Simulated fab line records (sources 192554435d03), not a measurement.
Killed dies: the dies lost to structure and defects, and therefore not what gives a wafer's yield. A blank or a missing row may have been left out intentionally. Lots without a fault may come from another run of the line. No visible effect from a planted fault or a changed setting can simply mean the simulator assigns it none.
Which tool was responsible?    flow n5-finfet    Sampling: 7 lots, 21 wafers, 6 of 1938 route steps

WHAT THE GAUGES READ, wafer by wafer
N5_BEOL_M14_CD_MEAS_10: target cd 250 nm. Usual: cd-nm reads 250.3 nm (standard deviation 1.5).
lot   measured      on         cd-nm (nm)         flag
L212  day 12 23:23  cd-sem-03  248.7 247.5 249.1  
L211  day 13 02:41  cd-sem-03  251.6 252.0 250.7  
L220  day 15 18:55  cd-sem-01  251.3 250.3 250.8  
L223  day 16 01:08  cd-sem-03  250.7 251.9 249.6  
L224  day 16 04:10  cd-sem-01  249.3 248.0 250.1  
L225  day 16 19:04  cd-sem-02  251.3 250.6 250.5  
L226  day 17 10:27  cd-sem-03  252.6 251.8 249.7  

N5_BEOL_M14_CD_MEAS_17: target cd 250 nm. Usual: cd-nm reads 251.0 nm (standard deviation 1.9).
lot   measured      on         cd-nm (nm)         flag
L212  day 12 23:55  cd-sem-01  250.1 249.3 250.6  
L211  day 13 03:13  cd-sem-01  252.8 252.5 251.3  
L220  day 15 19:29  cd-sem-02  251.4 251.9 251.1  
L223  day 16 01:40  cd-sem-03  250.1 252.5 250.9  
L224  day 16 04:41  cd-sem-01  250.4 249.7 250.1  
L225  day 16 19:43  cd-sem-02  250.4 250.8 249.8  
L226  day 17 10:59  cd-sem-03  253.0 252.3 251.9  

N5_BEOL_M14_CD_MEAS_28: target cd 284.4 nm. Usual: cd-nm reads 284.8 nm (standard deviation 1.3).
lot   measured      on         cd-nm (nm)         flag
L212  day 13 00:22  cd-sem-03  260.5 260.6 261.8  OFF
L211  day 13 03:32  cd-sem-01  264.5 266.2 263.6  OFF
L220  day 15 19:48  cd-sem-01  286.3 286.4 287.4  
L223  day 16 02:07  cd-sem-02  283.9 284.0 282.8  
L224  day 16 06:14  cd-sem-01  285.9 286.1 286.2  
L225  day 16 20:10  cd-sem-01  282.0 283.9 282.1  
L226  day 17 11:26  cd-sem-03  283.9 281.5 284.0  

N5_BEOL_M15_RC_MEAS_101. Usual: COMB_M10 1.42e-11 S/m, standard deviation 3e-12; COMB_M11 1.5e-11 S/m, standard deviation 3.3e-12; COMB_M12 6.3e-12 S/m, standard deviation 1.4e-12; COMB_M13 4.7e-12 S/m, standard deviation 1e-12; COMB_M14 3.5e-12 S/m, standard deviation 6.9e-13; COMB_M14_max_site 5e-12 S/m, standard deviation 1.2e-12; COMB_M15 2.4e-12 S/m, standard deviation 5.7e-13; COMB_M5 3.7e-11 S/m, standard deviation 7.8e-12; COMB_M5_max_site 5.4e-11 S/m, standard deviation 1.3e-11; COMB_M6 2.6e-11 S/m, standard deviation 5.3e-12; COMB_M7 2.7e-11 S/m, standard deviation 5.3e-12; COMB_M8 2.6e-11 S/m, standard deviation 5.3e-12; COMB_M9 1.5e-11 S/m, standard deviation 3.2e-12; SERP_M10 3.05 ohm/um, standard deviation 0.061; SERP_M10_max_site 3.14 ohm/um, standard deviation 0.07; SERP_M11 3.05 ohm/um, standard deviation 0.073; SERP_M12 0.637 ohm/um, standard deviation 0.012; SERP_M13 0.308 ohm/um, standard deviation 0.0055; SERP_M13_max_site 0.311 ohm/um, standard deviation 0.0059; SERP_M14 0.1589 ohm/um, standard deviation 0.0028; SERP_M14_max_site 0.1607 ohm/um, standard deviation 0.0029; SERP_M5 38.7 ohm/um, standard deviation 1.5; SERP_M6 13.8 ohm/um, standard deviation 0.44; SERP_M7 13.7 ohm/um, standard deviation 0.47; SERP_M8 13.7 ohm/um, standard deviation 0.47; SERP_M9 3.08 ohm/um, standard deviation 0.072.
lot   measured      on         COMB_M10 (S/m)              COMB_M11 (S/m)           COMB_M12 (S/m)            COMB_M13 (S/m)           COMB_M14 (S/m)           COMB_M14_max_site (S/m)  COMB_M15 (S/m)           COMB_M5 (S/m)            COMB_M5_max_site (S/m)   COMB_M6 (S/m)            COMB_M7 (S/m)            COMB_M8 (S/m)            COMB_M9 (S/m)            SERP_M10 (ohm/um)  SERP_M10_max_site (ohm/um)  SERP_M11 (ohm/um)  SERP_M12 (ohm/um)  SERP_M13 (ohm/um)  SERP_M13_max_site (ohm/um)  SERP_M14 (ohm/um)     SERP_M14_max_site (ohm/um)  SERP_M5 (ohm/um)  SERP_M6 (ohm/um)  SERP_M7 (ohm/um)  SERP_M8 (ohm/um)  SERP_M9 (ohm/um)  flag
L212  day 13 09:19  prober-01  1.61e-11 1.27e-11 1.54e-11  2.4e-11 1.3e-11 1.8e-11  6.1e-12 5.9e-12 6.6e-12   3.8e-12 5.7e-12 4.7e-12  4.3e-12 3.8e-12 3.5e-12  6.3e-12 5.8e-12 4.8e-12  2.7e-12 3e-12 2.4e-12    2.9e-11 4.2e-11 3.6e-11  4.9e-11 6.1e-11 4.4e-11  1.9e-11 2e-11 3e-11      3.1e-11 2.7e-11 2.2e-11  2.7e-11 3.2e-11 3.4e-11  1.6e-11 1e-11 1.6e-11    3.05 3.03 3.07     3.12 3.10 3.18              3.13 2.96 3.09     0.648 0.636 0.646  0.318 0.314 0.313  0.320 0.317 0.317           0.1807 0.1746 0.1815  0.1835 0.1757 0.1851        38.0 41.0 41.0    14.1 13.9 14.2    13.7 13.4 14.5    13.2 12.8 12.7    3.00 3.08 3.06    OFF
L211  day 13 16:56  prober-01  1.15e-11 8.8e-12 1.06e-11   1.7e-11 1.1e-11 2.5e-11  6.7e-12 5.9e-12 1.07e-11  5.2e-12 6.3e-12 4.7e-12  3.7e-12 4e-12 3.4e-12    5.3e-12 5.9e-12 4e-12    2.7e-12 2.7e-12 2.9e-12  3.6e-11 3.5e-11 2.7e-11  4.9e-11 4.5e-11 4.8e-11  2.3e-11 3.3e-11 2.6e-11  2.6e-11 2.4e-11 2.9e-11  2.8e-11 2.8e-11 2e-11    1.3e-11 1.4e-11 1.5e-11  2.96 3.02 3.07     3.09 3.13 3.18              3.16 3.04 3.15     0.620 0.621 0.644  0.312 0.312 0.312  0.315 0.314 0.316           0.1777 0.1753 0.1790  0.1783 0.1772 0.1802        38.8 37.8 38.2    13.1 13.3 13.0    12.9 13.5 14.1    13.7 13.7 13.8    2.99 3.11 2.93    OFF
L220  day 16 07:19  prober-02  1.36e-11 1.03e-11 1.33e-11  1.2e-11 1.1e-11 1.4e-11  7.3e-12 6.5e-12 5.3e-12   3.9e-12 3.9e-12 6.3e-12  3.5e-12 2.8e-12 3.1e-12  4.6e-12 3.8e-12 4.1e-12  2.5e-12 3.2e-12 2.2e-12  5e-11 3.3e-11 2.9e-11    7.1e-11 4.7e-11 5.5e-11  3e-11 2.4e-11 2.5e-11    2.6e-11 2.2e-11 2.1e-11  2.3e-11 2.3e-11 3.1e-11  1e-11 1.6e-11 1.5e-11    3.09 3.04 3.10     3.20 3.32 3.22              2.98 3.03 3.05     0.660 0.643 0.654  0.310 0.312 0.305  0.313 0.314 0.308           0.1602 0.1597 0.1582  0.1623 0.1622 0.1599        39.6 38.1 39.7    14.1 13.9 14.1    13.2 13.2 12.6    14.9 13.9 14.2    3.14 3.14 3.00    
L223  day 16 13:29  prober-02  1.39e-11 1.14e-11 9.4e-12   1.8e-11 1.7e-11 1.1e-11  5.3e-12 5.6e-12 5.5e-12   3.5e-12 3.1e-12 3.5e-12  2.6e-12 3.5e-12 4.1e-12  3.4e-12 4.3e-12 6.8e-12  1.9e-12 2.1e-12 1.6e-12  3.1e-11 3.3e-11 4e-11    4.3e-11 4.5e-11 7e-11    2.7e-11 2.9e-11 3.4e-11  2.2e-11 2.9e-11 3.6e-11  3.4e-11 2.1e-11 3.1e-11  1.2e-11 1.7e-11 1.6e-11  2.98 3.03 3.01     3.05 3.13 3.11              3.10 2.98 3.06     0.635 0.638 0.643  0.314 0.298 0.310  0.317 0.301 0.312           0.1583 0.1581 0.1590  0.1587 0.1592 0.1603        38.9 38.6 38.6    13.5 13.7 13.8    13.1 14.0 13.2    14.3 14.0 14.0    3.07 3.09 2.94    
L224  day 16 14:43  prober-02  1.69e-11 2e-11 1.17e-11     1.3e-11 1.9e-11 1.9e-11  5.2e-12 4e-12 4.9e-12     5.5e-12 5e-12 4.2e-12    2.7e-12 2.1e-12 3.2e-12  5.1e-12 2.3e-12 5.2e-12  1.6e-12 1.8e-12 2.2e-12  3.6e-11 3.9e-11 5.9e-11  4.9e-11 5.2e-11 8.4e-11  2.9e-11 2.2e-11 2.6e-11  2.1e-11 3.6e-11 2.4e-11  2.7e-11 2.8e-11 2.9e-11  1.4e-11 1.1e-11 2e-11    2.98 3.04 3.13     3.10 3.11 3.20              2.96 2.98 3.06     0.629 0.628 0.630  0.320 0.315 0.315  0.324 0.316 0.320           0.1592 0.1616 0.1552  0.1617 0.1627 0.1564        36.0 38.4 37.0    13.5 13.9 13.7    13.7 13.7 14.5    13.7 13.4 13.6    3.09 3.11 3.12    
L225  day 17 06:01  prober-01  1.48e-11 1.4e-11 1.63e-11   1.6e-11 1.9e-11 1.9e-11  6e-12 6.5e-12 7.1e-12     4.2e-12 6.6e-12 5.1e-12  4e-12 3.4e-12 4.7e-12    5.9e-12 4.4e-12 6.5e-12  2.4e-12 2.5e-12 2.2e-12  2.9e-11 4.8e-11 3e-11    3.7e-11 5.8e-11 3.7e-11  2.9e-11 3.1e-11 3.1e-11  2.8e-11 2.7e-11 2.2e-11  2.7e-11 2.5e-11 3.4e-11  1.7e-11 1.4e-11 1.8e-11  2.97 3.00 3.04     3.04 3.04 3.21              3.13 2.95 3.11     0.647 0.636 0.641  0.307 0.297 0.313  0.311 0.301 0.318           0.1588 0.1620 0.1606  0.1606 0.1642 0.1632        39.4 38.3 37.1    13.4 14.2 13.9    12.8 13.4 13.6    13.7 14.4 13.9    3.27 3.11 3.16    
L226  day 17 21:08  prober-02  1.88e-11 1.33e-11 1.91e-11  1.3e-11 1.4e-11 1.2e-11  7.5e-12 5.5e-12 8.8e-12   5.6e-12 4.9e-12 5e-12    3.9e-12 2.9e-12 4.2e-12  5.7e-12 4.7e-12 7.3e-12  4e-12 3.7e-12 3.4e-12    4.5e-11 5.1e-11 4.7e-11  6.1e-11 6.6e-11 6.6e-11  2.7e-11 3e-11 3.3e-11    2.7e-11 2.9e-11 2.3e-11  2e-11 2e-11 2.5e-11      1.3e-11 1.3e-11 1.4e-11  2.99 3.01 2.97     3.16 3.07 3.09              3.14 3.11 3.08     0.638 0.618 0.610  0.301 0.306 0.301  0.303 0.308 0.307           0.1614 0.1655 0.1637  0.1634 0.1677 0.1655        38.0 38.7 36.0    13.3 12.9 12.7    13.4 14.1 13.4    13.9 13.4 13.9    3.10 3.06 3.02    

WHICH TOOL RAN EACH LOT (tool, then ch and the chambers of the sampled wafers, then the start)
lot   N5_BEOL_M14_STRIP_63                           N5_BEOL_M14_PEB_26
L212  rie-diel-01 ch 0,1,3, day 12 23:55 or earlier  litho-track-01 ch 0, day 13 00:15
L211  rie-diel-01 ch 0,1,3, day 13 03:13 or earlier  litho-track-01 ch 0, day 13 03:25
L220  rie-diel-05 ch 0,1, day 15 19:29 or earlier    litho-track-04 ch 0, day 15 19:41
L223  rie-diel-06 ch 0,1,3, day 16 01:40 or earlier  litho-track-05 ch 0, day 16 01:59
L224  rie-diel-05 ch 0,2,3, day 16 04:41 or earlier  litho-track-01 ch 0, day 16 06:07
L225  rie-diel-01 ch 1,3, day 16 19:43 or earlier    litho-track-01 ch 0, day 16 20:03
L226  rie-diel-06 ch 0,1,2, day 17 10:59 or earlier  litho-track-01 ch 0, day 17 11:19
- N5_BEOL_M14_STRIP_63: strips in O2.
- N5_BEOL_M14_PEB_26: peb time 90 s.

WHAT THE TOOLS THEMSELVES READ (means of the sampled wafers that have a number; where no wafer has one, the mark that the record gives instead)
N5_BEOL_M14_STRIP_63. Usual: drypump-motor-current-A 5.6 A (standard deviation 0.43); o2-flow-sccm 225.0 sccm (standard deviation 0.61); oes-product-au 0.82 a.u. (standard deviation 0.069); rf-vpp-V 3.7 V (standard deviation 0.94); showerhead-plenum-p-Torr 2.09 Torr (standard deviation 0.078); temp-c 59.99 C (standard deviation 0.13); throttle-valve-pct 16.63 % (standard deviation 0.19).
lot   tool         drypump-motor-current-A (A)  o2-flow-sccm (sccm)  oes-product-au (a.u.)  rf-vpp-V (V)  showerhead-plenum-p-Torr (Torr)  temp-c (C)  throttle-valve-pct (%)  flag
L212  rie-diel-01  5.7                          224.7                0.91                   4.4           2.05                             60.04       16.49                   
L211  rie-diel-01  5.7                          224.8                0.89                   3.2           2.05                             59.98       16.49                   
L220  rie-diel-05  5.7                          225.5                0.80                   2.4           2.05                             60.04       16.45                   
L223  rie-diel-06  5.6                          225.1                0.80                   3.7           2.18                             60.03       16.86                   
L224  rie-diel-05  5.4                          225.1                0.79                   3.5           2.07                             59.91       16.67                   
L225  rie-diel-01  5.5                          225.3                0.85                   3.6           2.04                             59.90       16.43                   
L226  rie-diel-06  5.6                          225.3                0.81                   2.8           2.15                             60.03       16.80                   

N5_BEOL_M14_PEB_26. Usual: heater-power-total-W 172.5 W, standard deviation 0.76; plate-temp-C 130.01 C, standard deviation 0.15.
lot   tool            heater-power-total-W (W)  plate-temp-C (C)  flag
L212  litho-track-01  164.5                     126.19            OFF
L211  litho-track-01  165.7                     126.02            OFF
L220  litho-track-04  173.0                     130.09            
L223  litho-track-05  172.3                     130.23            
L224  litho-track-01  172.1                     130.18            
L225  litho-track-01  172.7                     130.11            
L226  litho-track-01  172.4                     130.16            

THE ANSWER, worked out from the rows above alone
Rule: a lot is off if the mean of its wafers that have a number lies more than 3 standard deviations from the usual mean. A lot without any number at a reading at which 4 lots or more have one is off too. All remaining lots with rows at the step are treated as sound. Order of review: gauges by route order, followed by the tools' own readings, for which a lot's mean as printed above is used. The first step at which some lot is off is used, and at that step the reading that is off furthest; a lot without a number counts as furthest.
Off: L212, L211, at N5_BEOL_M14_CD_MEAS_28 (cd-nm).
If a tool, at a process step before that reading, ran all the lots that are off and no sound lot after the first of them, it fits. Not tried: the gauges at N5_BEOL_M14_CD_MEAS_28; whatever is off there is also off at N5_BEOL_M15_RC_MEAS_101, on other tools, and gauge error can't account for it. N5_BEOL_M14_STRIP_63: start missing for some lots; hours and lot order therefore follow N5_BEOL_M14_CD_MEAS_17. Of those tried, none fits.

WHAT THE SIMULATOR HAD PUT IN
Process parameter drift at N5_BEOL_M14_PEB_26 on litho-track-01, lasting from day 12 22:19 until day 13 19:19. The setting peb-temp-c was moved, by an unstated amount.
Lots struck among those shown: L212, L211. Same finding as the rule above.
